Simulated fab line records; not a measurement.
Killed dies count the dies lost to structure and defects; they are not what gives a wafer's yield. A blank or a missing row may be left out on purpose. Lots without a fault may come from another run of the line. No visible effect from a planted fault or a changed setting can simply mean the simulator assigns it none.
Matching of chambers    flow nand harc    NHARC_A_STAIRCASE_DESCUM_443 on rie diel-01: 4 sister chambers
The step chemistry O2, time 3 s. 18 wafers are shown with their chamber, then 9 later ones without.

## WAFERS WITH THEIR CHAMBER
wafer   chamber  drypump motor current A (A)  showerhead plenum p Torr (Torr)  oes product au (a.u.)
L074.2  3        6.1                          1.83                             1.008
L074.3  1        5.9                          1.87                             0.979
L074.5  1        5.9                          1.87                             0.982
L077.2  2        5.6                          2.07                             0.965
L077.3  0        5.4                          1.77                             0.996
L077.6  1        5.9                          1.86                             0.972
L079.1  3        6.0                          1.83                             0.994
L079.5  0        5.4                          2.08                             0.996
L079.6  1        5.9                          1.86                             0.980
L080.4  2        5.7                          2.07                             1.009
L080.5  3        6.1                          1.83                             0.989
L080.6  2        5.6                          2.07                             0.994
L082.1  3        6.0                          1.83                             0.980
L082.4  2        5.7                          2.07                             0.995
L082.5  2        5.7                          2.07                             0.989
L081.3  2        5.7                          2.07                             1.012
L081.4  1        5.9                          1.86                             0.983
L081.6  1        5.9                          1.86                             0.986

SIGNATURES (means of the wafers above)
reading                   chamber 0  chamber 1  chamber 2  chamber 3  scatter within a chamber
drypump motor current A   5.400      5.900      5.667      6.050      0.0408
showerhead plenum p Torr  1.9250     1.8633     2.0700     1.8300     0.0587
oes product au            0.99600    0.98033    0.99400    0.99275    0.0118
Rule: for a wafer and a chamber, the distance is found by dividing, reading by reading, the gap between the wafer's reading and the chamber's mean by the reading's scatter, squaring, summing and taking the root. The wafer belongs to the nearest chamber; if the next one is less than 2 further off, it can't be placed. How the scatter is found: for the shown wafers, subtract from each reading the mean of its chamber, square and add these, divide the total by (wafers less chambers), then take the root.

## WAFERS MISSING THEIR CHAMBER
wafer   drypump motor current A (A)  showerhead plenum p Torr (Torr)  oes product au (a.u.)
L086.2  6.0                          1.82                             0.995
L086.3  5.9                          1.86                             0.982
L086.5  5.7                          2.07                             1.012
L088.2  5.4                          2.07                             0.999
L088.4  5.6                          2.07                             1.005
L088.5  5.9                          1.86                             0.989
L090.3  5.9                          1.85                             0.963
L090.5  6.1                          1.82                             1.003
L090.6  5.4                          2.07                             1.000

## WHICH CHAMBER EACH WENT THROUGH
wafer   from the rows above      in truth
L086.2  can't be placed: 3 or 1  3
L086.3  1                        1
L086.5  2                        2
L088.2  0                        0
L088.4  2                        2
L088.5  1                        1
L090.3  1                        1
L090.5  3                        3
L090.6  0                        0
8 of 9 placed correctly. Cannot be placed on the basis of these rows: 1; the candidates contain the true chamber in 1. Number placed wrongly: 0.
